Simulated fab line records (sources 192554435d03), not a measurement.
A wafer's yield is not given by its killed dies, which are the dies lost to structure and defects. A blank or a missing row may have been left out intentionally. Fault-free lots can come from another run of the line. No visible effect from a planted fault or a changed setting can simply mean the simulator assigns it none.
Which of the tools did it? :: flow n5-finfet :: 12 lots with 32 wafers sampled at 5 steps, on a route of 1938 steps

== WHAT THE GAUGES READ, wafer by wafer ==
N5_BEOL_M12_RS_MEAS_54: measures by four-point-probe.
lot: L636
measured: day 12 17:24
on: film-metro-01
M12_RS (ohm/sq): 0.0608 0.0609 0.0621

lot: L637
measured: day 12 21:26
on: film-metro-02
M12_RS (ohm/sq): 0.0616 0.0600

lot: L641
measured: day 13 22:19
on: film-metro-02
M12_RS (ohm/sq): 0.0597 0.0585 0.0590

lot: L642
measured: day 14 05:47
on: film-metro-02
M12_RS (ohm/sq): 0.0598 0.0615 0.0610

lot: L643
measured: day 14 06:27
on: film-metro-02
M12_RS (ohm/sq): 0.0592 0.0589 0.0597

lot: L644
measured: day 14 14:17
on: film-metro-01
M12_RS (ohm/sq): 0.0598 0.0602 0.0592

lot: L645
measured: day 15 07:40
on: film-metro-02
M12_RS (ohm/sq): 0.0596 0.0594

lot: L646
measured: day 15 12:53
on: film-metro-02
M12_RS (ohm/sq): 0.0585 0.0608 0.0591

lot: L649
measured: day 15 18:41
on: film-metro-01
M12_RS (ohm/sq): 0.0587 0.0614 0.0604

lot: L648
measured: day 16 00:50
on: film-metro-02
M12_RS (ohm/sq): 0.0603 0.0593

lot: L650
measured: day 16 16:46
on: film-metro-02
M12_RS (ohm/sq): 0.0601 0.0608

lot: L656
measured: day 18 13:07
on: film-metro-01
M12_RS (ohm/sq): 0.0614 0.0602 0.0600

== TOOL THAT RAN EACH LOT (tool first, then ch and the chambers of the sampled wafers, then the start) ==
lot: L636
N5_BEOL_M12_DEGAS_41: pvd-sputter-02, day 12 16:10
N5_BEOL_M12_SPUTTER_43: pvd-sputter-02, day 12 16:14
N5_BEOL_M12_CMP_49: cmp-04 ch 2,3, day 12 16:59
N5_BEOL_M12_DEP_53: pecvd-03 ch 0,1,2, day 12 17:20

lot: L637
N5_BEOL_M12_DEGAS_41: pvd-sputter-01, day 12 20:13
N5_BEOL_M12_SPUTTER_43: pvd-sputter-01, day 12 20:18
N5_BEOL_M12_CMP_49: cmp-01 ch 0,1, day 12 21:01
N5_BEOL_M12_DEP_53: pecvd-01 ch 0,2, day 12 21:23

lot: L641
N5_BEOL_M12_DEGAS_41: pvd-sputter-01, day 13 21:06
N5_BEOL_M12_SPUTTER_43: pvd-sputter-01, day 13 21:11
N5_BEOL_M12_CMP_49: cmp-04 ch 0,2, day 13 21:54
N5_BEOL_M12_DEP_53: pecvd-04 ch 0,1,2, day 13 22:16

lot: L642
N5_BEOL_M12_DEGAS_41: pvd-sputter-03, day 14 04:33
N5_BEOL_M12_SPUTTER_43: pvd-sputter-03, day 14 04:38
N5_BEOL_M12_CMP_49: cmp-03 ch 0,1, day 14 05:22
N5_BEOL_M12_DEP_53: pecvd-01 ch 0,1,2, day 14 05:43

lot: L643
N5_BEOL_M12_DEGAS_41: pvd-sputter-02, day 14 04:59
N5_BEOL_M12_SPUTTER_43: pvd-sputter-02, day 14 05:04
N5_BEOL_M12_CMP_49: cmp-03 ch 0,1,3, day 14 06:04
N5_BEOL_M12_DEP_53: pecvd-04 ch 0,1,2, day 14 06:23

lot: L644
N5_BEOL_M12_DEGAS_41: pvd-sputter-02, day 14 13:04
N5_BEOL_M12_SPUTTER_43: pvd-sputter-02, day 14 13:09
N5_BEOL_M12_CMP_49: cmp-01 ch 1,2, day 14 13:55
N5_BEOL_M12_DEP_53: pecvd-01 ch 0,1,2, day 14 14:14

lot: L645
N5_BEOL_M12_DEGAS_41: pvd-sputter-01, day 15 06:26
N5_BEOL_M12_SPUTTER_43: pvd-sputter-01, day 15 06:31
N5_BEOL_M12_CMP_49: cmp-03 ch 0,1, day 15 07:14
N5_BEOL_M12_DEP_53: pecvd-04 ch 0, day 15 07:35

lot: L646
N5_BEOL_M12_DEGAS_41: pvd-sputter-02, day 15 11:40
N5_BEOL_M12_SPUTTER_43: pvd-sputter-02, day 15 11:45
N5_BEOL_M12_CMP_49: cmp-03 ch 0,1,3, day 15 12:31
N5_BEOL_M12_DEP_53: pecvd-01 ch 0,1,2, day 15 12:50

lot: L649
N5_BEOL_M12_DEGAS_41: pvd-sputter-01, day 15 17:27
N5_BEOL_M12_SPUTTER_43: pvd-sputter-01, day 15 17:32
N5_BEOL_M12_CMP_49: cmp-01 ch 0,1,2, day 15 18:15
N5_BEOL_M12_DEP_53: pecvd-03 ch 0,1, day 15 18:36

lot: L648
N5_BEOL_M12_DEGAS_41: pvd-sputter-01, day 15 23:37
N5_BEOL_M12_SPUTTER_43: pvd-sputter-01, day 15 23:41
N5_BEOL_M12_CMP_49: cmp-01 ch 1, day 16 00:25
N5_BEOL_M12_DEP_53: pecvd-04 ch 1,2, day 16 00:46

lot: L650
N5_BEOL_M12_DEGAS_41: pvd-sputter-01, day 16 14:52
N5_BEOL_M12_SPUTTER_43: pvd-sputter-01, day 16 14:57
N5_BEOL_M12_CMP_49: cmp-01 ch 0,1, day 16 16:22
N5_BEOL_M12_DEP_53: pecvd-04 ch 0, day 16 16:41

lot: L656
N5_BEOL_M12_DEGAS_41: pvd-sputter-03, day 18 11:54
N5_BEOL_M12_SPUTTER_43: pvd-sputter-03, day 18 11:59
N5_BEOL_M12_CMP_49: cmp-03 ch 0,1,3, day 18 12:42
N5_BEOL_M12_DEP_53: pecvd-03 ch 0,1,2, day 18 13:04
- N5_BEOL_M12_DEGAS_41: time 60 s.
- N5_BEOL_M12_SPUTTER_43: material TaN, target thk 15 nm, time 24.19 s.
- N5_BEOL_M12_CMP_49: polishes, stops on SiOC, t overpolish 20.6 s, target thk 320 nm.
- N5_BEOL_M12_DEP_53: deposits SiCN from 3MS/NH3, target thk 30 nm, time 10.5 s.

== WHAT THE TOOLS THEMSELVES READ (means of the sampled wafers that have a number; where no wafer has one, the mark that the record gives instead) ==
N5_BEOL_M12_DEGAS_41.
lot: L636
tool: pvd-sputter-02
heater-power-w (W): 334

lot: L637
tool: pvd-sputter-01
heater-power-w (W): 372

lot: L641
tool: pvd-sputter-01
heater-power-w (W): 360

lot: L642
tool: pvd-sputter-03
heater-power-w (W): 345

lot: L643
tool: pvd-sputter-02
heater-power-w (W): 347

lot: L644
tool: pvd-sputter-02
heater-power-w (W): 333

lot: L645
tool: pvd-sputter-01
heater-power-w (W): 381

lot: L646
tool: pvd-sputter-02
heater-power-w (W): 375

lot: L649
tool: pvd-sputter-01
heater-power-w (W): 352

lot: L648
tool: pvd-sputter-01
heater-power-w (W): 337

lot: L650
tool: pvd-sputter-01
heater-power-w (W): 375

lot: L656
tool: pvd-sputter-03
heater-power-w (W): 319

N5_BEOL_M12_SPUTTER_43.
lot: L636
tool: pvd-sputter-02
throttle-valve-pct (%): 30.8

lot: L637
tool: pvd-sputter-01
throttle-valve-pct (%): 29.5

lot: L641
tool: pvd-sputter-01
throttle-valve-pct (%): 30.3

lot: L642
tool: pvd-sputter-03
throttle-valve-pct (%): 29.1

lot: L643
tool: pvd-sputter-02
throttle-valve-pct (%): 30.4

lot: L644
tool: pvd-sputter-02
throttle-valve-pct (%): 29.6

lot: L645
tool: pvd-sputter-01
throttle-valve-pct (%): 29.5

lot: L646
tool: pvd-sputter-02
throttle-valve-pct (%): 30.3

lot: L649
tool: pvd-sputter-01
throttle-valve-pct (%): 30.2

lot: L648
tool: pvd-sputter-01
throttle-valve-pct (%): 31.0

lot: L650
tool: pvd-sputter-01
throttle-valve-pct (%): 29.5

lot: L656
tool: pvd-sputter-03
throttle-valve-pct (%): 30.5

N5_BEOL_M12_CMP_49.
lot: L636
tool: cmp-04
barrier-field-endpoint-s (s): 31.3
clearing-platen-down-force-psi (psi): 1.4984
motor-current-A (A): 6.5

lot: L637
tool: cmp-01
barrier-field-endpoint-s (s): 30.3
clearing-platen-down-force-psi (psi): 1.4972
motor-current-A (A): 6.3

lot: L641
tool: cmp-04
barrier-field-endpoint-s (s): 30.8
clearing-platen-down-force-psi (psi): 1.5015
motor-current-A (A): 6.1

lot: L642
tool: cmp-03
barrier-field-endpoint-s (s): 30.5
clearing-platen-down-force-psi (psi): 1.5005
motor-current-A (A): 5.8

lot: L643
tool: cmp-03
barrier-field-endpoint-s (s): 30.2
clearing-platen-down-force-psi (psi): 1.4993
motor-current-A (A): 6.1

lot: L644
tool: cmp-01
barrier-field-endpoint-s (s): 30.2
clearing-platen-down-force-psi (psi): 1.4991
motor-current-A (A): 5.7

lot: L645
tool: cmp-03
barrier-field-endpoint-s (s): 30.8
clearing-platen-down-force-psi (psi): 1.5000
motor-current-A (A): 5.8

lot: L646
tool: cmp-03
barrier-field-endpoint-s (s): 30.2
clearing-platen-down-force-psi (psi): 1.4984
motor-current-A (A): 6.2

lot: L649
tool: cmp-01
barrier-field-endpoint-s (s): 29.7
clearing-platen-down-force-psi (psi): 1.4980
motor-current-A (A): 6.3

lot: L648
tool: cmp-01
barrier-field-endpoint-s (s): 33.0
clearing-platen-down-force-psi (psi): 1.5054
motor-current-A (A): 6.1

lot: L650
tool: cmp-01
barrier-field-endpoint-s (s): 33.4
clearing-platen-down-force-psi (psi): 1.5017
motor-current-A (A): 6.8

lot: L656
tool: cmp-03
barrier-field-endpoint-s (s): 30.2
clearing-platen-down-force-psi (psi): 1.4995
motor-current-A (A): 6.3

N5_BEOL_M12_DEP_53.
lot: L636
tool: pecvd-03
showerhead-plenum-p-Torr (Torr): 4.160
throttle-valve-pct (%): 18.7

lot: L637
tool: pecvd-01
showerhead-plenum-p-Torr (Torr): 4.146
throttle-valve-pct (%): 18.7

lot: L641
tool: pecvd-04
showerhead-plenum-p-Torr (Torr): 4.164
throttle-valve-pct (%): 18.5

lot: L642
tool: pecvd-01
showerhead-plenum-p-Torr (Torr): 4.152
throttle-valve-pct (%): 18.8

lot: L643
tool: pecvd-04
showerhead-plenum-p-Torr (Torr): 4.161
throttle-valve-pct (%): 18.4

lot: L644
tool: pecvd-01
showerhead-plenum-p-Torr (Torr): 4.153
throttle-valve-pct (%): 18.9

lot: L645
tool: pecvd-04
showerhead-plenum-p-Torr (Torr): 4.182
throttle-valve-pct (%): 19.6

lot: L646
tool: pecvd-01
showerhead-plenum-p-Torr (Torr): 4.153
throttle-valve-pct (%): 18.8

lot: L649
tool: pecvd-03
showerhead-plenum-p-Torr (Torr): 4.154
throttle-valve-pct (%): 18.9

lot: L648
tool: pecvd-04
showerhead-plenum-p-Torr (Torr): 4.159
throttle-valve-pct (%): 18.1

lot: L650
tool: pecvd-04
showerhead-plenum-p-Torr (Torr): 4.193
throttle-valve-pct (%): 19.5

lot: L656
tool: pecvd-03
showerhead-plenum-p-Torr (Torr): 4.159
throttle-valve-pct (%): 18.8

== THE ANSWER, worked out from the rows above alone ==
Rule: the lots themselves supply what counts as usual. Put in order of their means at a reading, lots are off if they are a third of the lots or fewer, leave a main group of 4 or more, and stand apart from it by a gap of 3 or more times the standard deviation of the main group's means; of several such gaps the widest counts. If all means in a main group match to the digits the tables above print for the reading, that group is not used. Also off: a lot with no number at a reading for which 4 or more lots have one. Any other lot the step has rows for is counted as sound. First the gauges in route order, then the tools' own readings, where a lot's mean is used as printed above. The first step at which some lot is off is used, and at that step the reading that is off furthest; a lot without a number counts as furthest.
Off at N5_BEOL_M12_CMP_49 (barrier-field-endpoint-s): L648, L650. The main group has a mean of 30.4 s with a standard deviation of 0.42.
A tool fits if, at that step or a process step before it, it ran every lot that is off, and no sound lot after the first of them. 2 tools fit, pvd-sputter-01 at N5_BEOL_M12_DEGAS_41 and N5_BEOL_M12_SPUTTER_43 and cmp-01 at N5_BEOL_M12_CMP_49, so this cannot tell which one it is.

== WHAT THE SIMULATOR HAD INSERTED ==
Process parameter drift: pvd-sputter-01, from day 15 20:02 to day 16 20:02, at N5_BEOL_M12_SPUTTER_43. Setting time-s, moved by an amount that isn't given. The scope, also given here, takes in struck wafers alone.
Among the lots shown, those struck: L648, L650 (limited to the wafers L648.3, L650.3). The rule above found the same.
